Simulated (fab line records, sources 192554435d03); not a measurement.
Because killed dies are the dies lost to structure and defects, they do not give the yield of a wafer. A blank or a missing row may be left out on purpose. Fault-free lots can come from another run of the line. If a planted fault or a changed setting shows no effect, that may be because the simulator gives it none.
fab line records | flow n5Finfet | part 1 of 2: steps 1 to 18 of 25
record: lots: 5 wafers: 15 lastDay: 17
route steps=1938 shown FIN_SAQP@109
lots that met no fault: from a run of the same line without faults
startH: the number of hours between the record's first day and the start of the first shown wafer of the lot | waitH: hours since the lot's step before | " repeats the value in the row above | L1.1+2: a row that stands for several wafers | - value missing, or start not given | * or withheld: withheld | < > ~ a bound
route shown NAME@n: NAME is a module with steps in the file, n the number in the route of the first one | usual: mean and standard deviation over wafers with no fault | same: alike in all rows | chamber/n: place in a boat | sites: per-site readings | _std_site: the values' standard deviation | _edge_site: inner sites' mean taken away from outer sites' mean | radiusMm: for every site, how far away it sits from the centre of the wafer | mask NAME#n: copy n | behind: tool/chamber where the wafer was last shaped | hold: reason for holding the lot/hours on hold/outcome of the hold | device: the n, p or np transistor that did not switch | end of line: tests run on the same wafers once the route is complete | for a step that has no rows: nothing shown but its recipe | killed: the dies lost at the first sort to structure and to defects; this is not the yield of the wafer | map: a wafer's dies, x killed, . not, _ none there
set.NAME: the setting that was run; set.NAME@STEP: the one run at that earlier step | model.NAME: the simulator's own value behind a step, which no gauge read
lots at some steps of the route; a table a step, a row a wafer
services: from which hour (startH, from the record's first day; less than 0 if before it) a tool's chamber was out of use, for how many hours, and why
== steps ==
step: N5_FIN_SAQP_PEB_14
recipe: pebTempC: withheld pebTimeS: 60 resist: CAR-ArF
same: pebTimeS: 60
columns lot.wafer tool chamber startH waitH
L074.1+2+3 lithoTrack-01 0 22.37 0.1
L079.1+3+6 lithoTrack-04 0 51.70 0.1
L082.1+4+5 lithoTrack-04 0 70.51 0.1
L092.4+5+6 lithoTrack-04 0 129.27 0.0
L097.1+4+5 lithoTrack-01 0 161.42 0.1
step: N5_FIN_SAQP_DEVELOP_15
recipe: developTimeS: 30 developer: TMAH resist: CAR-ArF devTempC: 23 rinseLiquid: diw dry: airSpin
same: developTimeS: 30
columns lot.wafer tool chamber startH waitH
L074.1+2+3 lithoTrack-01 0 - -
L079.1+3+6 lithoTrack-04 0 - -
L082.1+4+5 lithoTrack-04 0 - -
L092.4+5+6 lithoTrack-04 0 - -
L097.1+4+5 lithoTrack-01 0 - -
step: N5_FIN_SAQP_CD_MEAS_16
recipe: targetCdNm: 35.6 landingEnergyEv: 500 detector: seInlens
usual: cdNm: 35.66/0.25
columns lot.wafer tool chamber startH waitH cdNm
L074.1 cdSem-01 0 22.44 - 35.16
L074.2 " 0 " " 35.33
L074.3 " 0 " " 35.55
L079.1 cdSem-03 0 51.77 - 35.49
L079.3 " 0 " " 35.42
L079.6 " 0 " " 35.42
L082.1 cdSem-03 0 70.58 - 35.51
L082.4 " 0 " " 35.81
L082.5 " 0 " " 35.68
L092.4 cdSem-02 0 129.34 - 35.85
L092.5 " 0 " " 36.04
L092.6 " 0 " " 36.07
L097.1 cdSem-03 0 161.49 - 35.40
L097.4 " 0 " " 35.57
L097.5 " 0 " " 35.52
step: N5_FIN_SAQP_OVL_MEAS_17
recipe: pointsPerWafer: 44
usual: FIN_CORE_OVL: -0.3/0.77
columns lot.wafer tool chamber startH waitH FIN_CORE_OVL[nm]
L074.1 overlay-02 0 22.48 0.0 0.1
L074.2 " 0 " " -0.5
L074.3 " 0 " " 0.3
L079.1 overlay-02 0 51.81 0.0 -1.7
L079.3 " 0 " " -0.1
L079.6 " 0 " " 0.6
L082.1 overlay-02 0 70.66 0.1 -0.4
L082.4 " 0 " " -0.6
L082.5 " 0 " " -1.3
L092.4 overlay-01 0 129.37 0.0 -0.4
L092.5 " 0 " " -1.2
L092.6 " 0 " " -1.7
L097.1 overlay-02 0 161.53 0.0 0.1
L097.4 " 0 " " 0.1
L097.5 " 0 " " -0.1
step: N5_FIN_SAQP_INSPECT_18
recipe: mode: adi inspectInstrument: brightfield
usual: rawDefectCount: 454/120
columns lot.wafer tool chamber startH waitH rawDefectCount
L074.1 defectInspect-02 - 22.50 0.0 388
L074.2 " - " " 445
L074.3 " - " " 508
L079.1 defectInspect-02 - 51.83 0.0 333
L079.3 " - " " 334
L079.6 " - " " 348
L082.1 defectInspect-01 - 70.68 0.0 516
L082.4 " - " " 522
L082.5 " - " " 605
L092.4 defectInspect-02 - 129.40 0.0 691
L092.5 " - " " 655
L092.6 " - " " 772
L097.1 defectInspect-01 - 161.56 0.0 400
L097.4 " - " " 347
L097.5 " - " " 512
step: N5_FIN_SAQP_DESCUM_21
recipe: chemistry: O2 timeS: 7.9 sourcePowerW: 50 biasPowerW: 20 pressureMtorr: 20 rfFrequencyHz: 2.712e+07 tempC: 40 resist: CAR-ArF o2FlowSccm: 225
usual: drypumpMotorCurrentA: 5.9/0.36 oesProductAu: 0.79/0.086 rfVppV: 243.7/1.2 showerheadPlenumPTorr: 2.13/0.069 throttleValvePct: 20.44/0.24
columns lot.wafer tool chamber startH waitH drypumpMotorCurrentA oesProductAu rfHoursCounterH rfVppV showerheadPlenumPTorr throttleValvePct
L074.1 rieDiel-05 1 22.54 0.0 5.5 0.76 127 243.7 2.19 20.43
L074.2 " 2 " " 5.5 0.69 248 244.1 2.15 20.63
L074.3 " 0 " " 5.6 0.69 245 242.3 1.97 20.43
L079.1 rieDiel-05 2 51.99 0.2 5.5 0.96 5 243.8 2.14 20.27
L079.3 " 3 " " 5.8 0.93 12 241.8 2.06 20.30
L079.6 " 2 " " 5.5 0.95 - 244.0 2.14 20.27
L082.1 rieDiel-04 0 70.71 0.0 6.2 0.74 188 243.8 2.18 20.53
L082.4 " 3 " " 6.2 0.78 - 242.3 2.09 20.61
L082.5 " 1 " " 6.5 0.70 - 242.2 2.17 20.66
L092.4 rieDiel-04 3 129.45 0.0 6.3 0.76 - 243.0 2.08 20.65
L092.5 " 0 " " 6.3 0.71 - 244.6 2.17 20.57
L092.6 " 1 " " 6.5 0.68 - 244.5 2.16 20.70
L097.1 rieDiel-05 0 161.59 0.0 5.6 0.88 32 247.5 2.22 20.07
L097.4 " 2 " " 5.5 0.86 46 244.1 2.13 20.33
L097.5 " 3 " " 5.8 0.86 - 244.1 2.05 20.35
step: N5_FIN_SAQP_ETCH_51
recipe: chemistry: CF4 target: SiARC targetDepthA: 455 maskMaterial: CAR-ArF timeS: 75.8 ionEnergyEv: 80 pressureMtorr: 40 sourceW: 545 biasW: 36 Ar_flow_sccm: 100 cf4FlowSccm: 100 ends: cleared
usual: drypumpMotorCurrentA: 5.9/0.36 etchRfOnTimeS: 75.1/1.1 oesProductAu: 0.67/0.074 rfVppV: 184.5/1 showerheadPlenumPTorr: 2.18/0.065 throttleValvePct: 15.62/0.27
columns lot.wafer tool chamber startH waitH drypumpMotorCurrentA etchRfOnTimeS oesProductAu rfHoursCounterH rfVppV showerheadPlenumPTorr throttleValvePct
L074.1 rieDiel-05 1 22.57 0.0 5.5 74.6 0.65 127 184.5 2.23 15.61
L074.2 " 2 " " 5.5 77.1 0.59 248 184.6 2.19 15.87
L074.3 " 0 " " 5.7 74.6 0.59 245 183.2 2.03 15.70
L079.1 rieDiel-05 2 52.02 0.0 5.5 73.8 0.82 5 183.1 2.18 15.36
L079.3 " 3 " " 5.8 73.5 0.81 12 183.4 2.10 15.38
L079.6 " 2 " " 5.5 74.3 0.82 - 184.9 2.18 15.39
L082.1 rieDiel-04 0 70.75 0.0 6.3 75.8 0.62 188 185.7 2.21 15.67
L082.4 " 3 " " 6.2 74.1 0.68 - 182.9 2.15 15.85
L082.5 " 1 " " 6.4 75.4 0.60 - 183.8 2.21 15.90
L092.4 rieDiel-04 3 129.49 0.0 6.3 74.5 0.65 - 184.1 2.14 15.90
L092.5 " 0 " " 6.2 75.7 0.61 - 185.5 2.21 15.70
L092.6 " 1 " " 6.5 75.3 0.58 - 184.5 2.21 15.96
L097.1 rieDiel-05 0 161.63 0.0 5.6 74.3 0.75 32 185.6 2.27 15.28
L097.4 " 2 " " 5.5 75.3 0.73 46 184.6 2.17 15.46
L097.5 " 3 " " 5.8 73.6 0.73 - 184.1 2.09 15.46
step: N5_FIN_SAQP_ETCH_52
recipe: chemistry: N2/H2 target: SOC targetDepthA: 1000 overetchA: 200 maskMaterial: SiARC tempC: 40 timeS: 150 ionEnergyEv: 200 pressureMtorr: 30 sourceW: 840 biasW: 150 n2FlowSccm: 200 h2FlowSccm: 200 ends: endPoint
usual: drypumpMotorCurrentA: 5.9/0.36 h2FlowSccm: 200.0/0.67 oesProductAu: 0.70/0.073 rfVppV: 525.1/2.3 showerheadPlenumPTorr: 2.59/0.082 throttleValvePct: 17.83/0.28
columns lot.wafer tool chamber startH waitH drypumpMotorCurrentA h2FlowSccm oesProductAu rfHoursCounterH rfVppV showerheadPlenumPTorr throttleValvePct
L074.1 rieDiel-05 1 22.63 0.0 5.5 199.9 0.68 127 525.7 2.67 17.87
L074.2 " 2 " " 5.5 198.7 0.63 249 525.4 2.60 18.01
L074.3 " 0 " " 5.7 200.3 0.62 245 521.2 2.39 17.78
L079.1 rieDiel-05 2 52.08 0.0 5.5 200.6 0.85 5 525.9 2.60 17.62
L079.3 " 3 " " 5.8 199.5 0.81 12 524.1 2.48 17.54
L079.6 " 2 " " 5.5 199.5 0.85 - 524.8 2.60 17.61
L082.1 rieDiel-04 0 70.80 0.0 6.3 200.6 0.66 188 526.3 2.64 17.89
L082.4 " 3 " " 6.3 199.8 0.69 - 525.6 2.55 18.04
L082.5 " 1 " " 6.4 198.8 0.63 - 526.4 2.63 18.02
L092.4 rieDiel-04 3 129.57 0.0 6.2 199.8 0.69 - 522.8 2.54 18.07
L092.5 " 0 " " 6.2 199.6 0.65 - 525.5 2.63 17.93
L092.6 " 1 " " 6.4 200.0 0.61 - 525.3 2.62 18.06
L097.1 rieDiel-05 0 161.68 0.0 5.7 200.0 0.77 32 529.0 2.70 17.40
L097.4 " 2 " " 5.5 200.5 0.77 46 525.9 2.58 17.69
L097.5 " 3 " " 5.9 199.9 0.76 - 522.0 2.47 17.60
step: N5_FIN_SAQP_STRIP_53
recipe: chemistry: N2/H2 tempC: 40 n2FlowSccm: 200 h2FlowSccm: 200 rfFrequencyHz: 6e+07
columns lot.wafer tool chamber startH waitH
L074.1+2+3 rieDiel-05 1,2,0 22.72 0.0
L079.1+3+6 rieDiel-05 2,3,2 52.17 0.0
L082.1+4+5 rieDiel-04 0,3,1 70.90 0.0
L092.4+5+6 rieDiel-04 3,0,1 129.62 0.0
L097.1+4+5 rieDiel-05 0,2,3 161.78 0.0
step: N5_FIN_SAQP_HM_OPEN_73
recipe: chemistry: CHF3/O2 target: SiO2 stopOn: a-Si targetDepthA: 120 overEtchFrac: 1.8 maskMaterial: SOC timeS: 16.8 pressureMtorr: 30 sourceW: 650 biasW: 170 Ar_flow_sccm: 200 CHF3_flow_sccm: 50 O2_flow_sccm: 5 ionEnergyEv: 200 ends: endPoint
usual: drypumpMotorCurrentA: 5.9/0.36 oesProductAu: 0.47/0.049 rfVppV: 525/7.2 showerheadPlenumPTorr: 2.45/0.074 throttleValvePct: 18.82/0.25
columns lot.wafer tool chamber startH waitH drypumpMotorCurrentA oesProductAu rfHoursCounterH rfVppV showerheadPlenumPTorr throttleValvePct
L074.1 rieDiel-05 1 22.73 0.0 5.5 0.45 127 535 2.51 18.81
L074.2 " 2 " " 5.5 0.42 249 537 2.46 19.02
L074.3 " 0 " " 5.6 0.41 246 514 2.29 18.87
L079.1 rieDiel-05 2 52.18 0.0 5.5 0.57 5 536 2.46 18.62
L079.3 " 3 " " 5.8 0.54 12 515 2.37 18.65
L079.6 " 2 " " 5.5 0.57 - 536 2.46 18.64
L082.1 rieDiel-04 0 70.91 0.0 6.3 0.44 188 532 2.49 18.82
L082.4 " 3 " " 6.3 0.48 - 523 2.41 19.04
L082.5 " 1 " " 6.5 0.43 - 521 2.49 19.07
L092.4 rieDiel-04 3 129.66 0.0 6.3 0.46 - 522 2.40 19.06
L092.5 " 0 " " 6.2 0.44 - 531 2.48 18.87
L092.6 " 1 " " 6.5 0.42 - 520 2.48 19.10
L097.1 rieDiel-05 0 161.79 0.0 5.7 0.52 32 520 2.56 18.51
L097.4 " 2 " " 5.5 0.51 46 534 2.44 18.70
L097.5 " 3 " " 5.8 0.51 - 513 2.36 18.70
step: N5_FIN_SAQP_STRIP_74
recipe: chemistry: CHF3/O2 resist: SiARC rfFrequencyHz: 6e+07
columns lot.wafer tool chamber startH waitH
L074.1+2+3 rieDiel-05 1,2,0 22.79 0.0
L079.1+3+6 rieDiel-05 2,3,2 52.24 0.0
L082.1+4+5 rieDiel-04 0,3,1 70.97 0.0
L092.4+5+6 rieDiel-04 3,0,1 129.69 0.0
L097.1+4+5 rieDiel-05 0,2,3 161.84 0.0
step: N5_FIN_SAQP_MANDREL_ETCH_22
recipe: targetDepthA: 600 chemistry: HBr/Cl2 target: a-Si stopOn: SiNx btTimeS: 10 overEtchFrac: 0.5 timeS: 30 pressureMtorr: 10 icpW: 800 biasW: 75 HBr_flow_sccm: 150 Cl2_flow_sccm: 80 ends: endPoint
usual: drypumpMotorCurrentA: 5.7/0.5 oesProductAu: 0.766/0.014 throttleValvePct: 35.47/0.29
columns lot.wafer tool chamber startH waitH drypumpMotorCurrentA oesProductAu rfHoursCounterH throttleValvePct
L074.1 rieSi-01 3 22.82 0.0 6.3 0.774 190 35.17
L074.2 " 2 " " 5.1 0.779 28 35.09
L074.3 " 1 " " 6.6 0.781 183 35.90
L079.1 rieSi-06 1 52.27 0.0 5.8 0.753 72 35.30
L079.3 " 3 " " 6.0 0.763 130 35.85
L079.6 " 1 " " 5.8 0.765 - 35.30
L082.1 rieSi-01 2 71.00 0.0 5.2 0.761 29 35.09
L082.4 " 0 " " 5.5 0.792 156 35.61
L082.5 " 3 " " 6.2 0.765 - 35.16
L092.4 rieSi-01 0 129.72 0.0 5.5 0.795 157 35.61
L092.5 " 0 " " 5.5 0.780 - 35.63
L092.6 " 3 " " 6.3 0.760 - 35.20
L097.1 rieSi-06 3 161.87 0.0 6.0 0.767 132 35.84
L097.4 " 1 " " 5.8 0.766 74 35.29
L097.5 " 0 " " 5.2 0.765 - 35.36
step: N5_FIN_SAQP_STRIP_55
recipe: chemistry: N2/H2 powerW: 500 tempC: 40 pressureMtorr: 50 rfFrequencyHz: 6e+07 overashFraction: 0.3 biasPowerW: 28 h2Frac: 0.5 n2FlowSccm: 300 h2FlowSccm: 300
usual: drypumpMotorCurrentA: 5.9/0.35 h2FlowSccm: 299.9/0.87 oesProductAu: 0.79/0.084 rfVppV: 122.1/1.5 showerheadPlenumPTorr: 3.41/0.1 throttleValvePct: 18.9/0.36
columns lot.wafer tool chamber startH waitH drypumpMotorCurrentA h2FlowSccm oesProductAu rfHoursCounterH rfVppV showerheadPlenumPTorr throttleValvePct
L074.1 rieDiel-03 0 22.92 0.1 5.7 299.0 0.70 182 121.3 3.47 19.1
L074.2 " 1 " " 5.5 299.1 0.80 108 122.6 3.25 18.6
L074.3 " 3 " " 5.5 299.3 0.76 133 120.1 3.37 19.0
L079.1 rieDiel-04 2 52.37 0.1 6.1 299.8 0.78 124 121.8 3.38 19.6
L079.3 " 1 " " 6.4 300.6 0.71 198 123.0 3.47 18.9
L079.6 " 2 " " 6.1 301.0 0.77 - 122.3 3.39 19.7
L082.1 rieDiel-03 2 71.10 0.1 5.8 299.1 0.95 12 119.6 3.57 18.4
L082.4 " 3 " " 5.6 299.3 0.74 152 122.4 3.36 19.1
L082.5 " 1 " " 5.5 300.8 0.76 - 121.9 3.24 18.6
L092.4 rieDiel-05 3 129.82 0.1 5.9 298.9 0.87 36 121.0 3.27 18.6
L092.5 " 2 " " 5.6 298.4 0.89 - 121.5 3.41 18.7
L092.6 " 3 " " 5.8 299.5 0.86 - 121.1 3.27 18.6
L097.1 rieDiel-03 2 161.97 0.1 5.8 300.6 0.89 43 122.8 3.55 18.4
L097.4 " 1 " " 5.4 299.1 0.74 159 122.0 3.22 18.6
L097.5 " 3 " " 5.6 301.1 0.72 - 121.2 3.35 19.1
step: N5_FIN_SAQP_STRIP_23
recipe: chemistry: SPM timeS: 750 tempC: 130 h2so4H2o2VolRatio: 4
usual: bathGuardTempC: 130.0/0.48
columns lot.wafer tool chamber startH waitH bathGuardTempC
L074.1 wetBench-05 3 22.99 - 129.6
L074.2 " 0 " " 130.6
L074.3 " 5 " " 129.5
L079.1 wetBench-05 1 52.44 - 130.2
L079.3 " 4 " " 129.7
L079.6 " 3 " " 129.3
L082.1 wetBench-02 0 71.17 - 130.4
L082.4 " 5 " " 130.9
L082.5 " 7 " " 130.2
L092.4 wetBench-01 7 129.89 - 129.0
L092.5 " 6 " " 130.8
L092.6 " 0 " " 129.7
L097.1 wetBench-01 5 162.04 - 129.9
L097.4 " 4 " " 130.5
L097.5 " 3 " " 130.2
step: N5_FIN_SAQP_SRD_66
recipe: dry: ipaMarangoni timeS: 30 tempC: 23 rinseLiquid: diw
columns lot.wafer tool chamber startH waitH
L074.1+2+3 wetBench-05 3,0,5 23.19 0.0
L079.1+3+6 wetBench-05 1,4,3 52.65 0.0
L082.1+4+5 wetBench-02 0,5,7 71.39 0.0
L092.4+5+6 wetBench-01 7,6,0 130.10 0.0
L097.1+4+5 wetBench-01 5,4,3 162.25 0.0
step: N5_FIN_SAQP_RECESS_75
recipe: chemistry: HF/NH3 target: SiO2 targetDepthA: 144 afsCycles: 3 tempC: 30 sublimationTempC: 180 sublimationTimeS: 60
usual: drypumpMotorCurrentA: 5.5/0.45 forelinePTorr: 0.1279/0.00051
columns lot.wafer tool chamber startH waitH drypumpMotorCurrentA forelinePTorr
L074.1 vaporEtch-02 0 23.32 0.1 6.1 0.1283
L074.2 " 1 " " 5.1 0.1284
L074.3 " 1 " " 5.1 0.1282
L079.1 vaporEtch-01 0 52.70 0.0 5.4 0.1276
L079.3 " 1 " " 5.1 0.1274
L079.6 " 0 " " 5.4 0.1296
L082.1 vaporEtch-02 1 71.44 0.0 5.1 0.1277
L082.4 " 0 " " 6.1 0.1282
L082.5 " 0 " " 6.1 0.1280
L092.4 vaporEtch-01 1 130.32 0.2 5.1 0.1290
L092.5 " 0 " " 5.5 0.1279
L092.6 " 1 " " 5.1 0.1271
L097.1 vaporEtch-02 1 162.29 0.0 5.1 0.1281
L097.4 " 0 " " 6.1 0.1280
L097.5 " 1 " " 5.1 0.1279
step: N5_FIN_SAQP_SPACER1_ALD_24
recipe: material: SiO2 targetThkA: 203 tempC: 300 aldPrecursorFamily: BDEAS aldCoReactant: O2-plasma pulseTimeS: 1 purgeTimeS: 2 coReactantPurgeTimeS: 2 aldCycles: 218 pressureTorr: 2
usual: heaterPowerW: 455/42 precursorPulseHeightRel: 0.999/0.02 susceptorTempC: 300.02/0.2
columns lot.wafer tool chamber startH waitH heaterPowerW precursorPulseHeightRel sinceWetCleanH susceptorTempC
L074.1 aldSin-02 0 23.75 0.3 515 1.022 16 299.85
L074.2 " 1 " " 456 1.012 16 300.26
L074.3 " 2 " " 467 1.038 16 299.99
L079.1 aldSin-04 1 53.48 0.7 466 0.999 151 299.96
L079.3 " 2 " " 444 0.997 151 300.49
L079.6 " 3 " " 472 0.998 - 299.83
L082.1 aldSin-01 3 73.22 1.7 420 0.989 262 299.64
L082.4 " 2 " " 469 1.017 262 300.22
L082.5 " 0 " " 419 1.003 - 300.13
L092.4 aldSin-01 1 130.61 0.2 550 0.985 320 300.23
L092.5 " 2 " " 463 1.005 - 300.08
L092.6 " 1 " " 546 0.974 - 300.09
L097.1 aldSin-02 1 163.90 1.5 471 1.008 156 300.02
L097.4 " 3 " " 487 1.011 156 300.28
L097.5 " 0 " " 525 1.015 - 299.99
step: N5_FIN_SAQP_SPACER1_ETCHBACK_25
recipe: chemistry: CHF3/O2 mode: anisotropicEtchback target: SiO2 targetDepthA: 244 timeS: 12.2 pressureMtorr: 30 sourceW: 650 biasW: 170 Ar_flow_sccm: 200 CHF3_flow_sccm: 50 O2_flow_sccm: 5 ionEnergyEv: 200
usual: drypumpMotorCurrentA: 5.9/0.35 oesProductAu: 0.79/0.083 rfVppV: 526/6.6 showerheadPlenumPTorr: 2.45/0.067 throttleValvePct: 18.92/0.26
columns lot.wafer tool chamber startH waitH drypumpMotorCurrentA oesProductAu rfHoursCounterH rfVppV showerheadPlenumPTorr throttleValvePct
L074.1 rieDiel-03 0 24.47 0.4 5.6 0.71 183 534 2.49 19.10
L074.2 " 3 " " 5.5 0.75 134 522 2.41 19.13
L074.3 " 1 " " 5.4 0.80 109 516 2.33 18.39
L079.1 rieDiel-05 3 54.21 0.4 5.8 0.94 13 516 2.37 18.73
L079.3 " 1 " " 5.5 0.74 141 535 2.51 18.92
L079.6 " 3 " " 5.8 0.92 - 515 2.37 18.75
L082.1 rieDiel-03 0 73.97 0.4 5.7 0.70 202 533 2.49 19.13
L082.4 " 2 " " 5.8 0.96 13 527 2.56 18.52
L082.5 " 3 " " 5.6 0.75 - 521 2.40 19.16
L092.4 rieDiel-04 1 131.56 0.6 6.4 0.69 - 519 2.48 19.19
L092.5 " 0 " " 6.3 0.72 - 532 2.48 18.93
L092.6 " 3 " " 6.2 0.76 - 524 2.40 19.16
L097.1 rieDiel-04 0 164.70 0.5 6.2 0.71 222 532 2.47 18.94
L097.4 " 3 " " 6.2 0.75 172 521 2.40 19.17
L097.5 " 2 " " 6.1 0.76 - 525 2.40 19.24
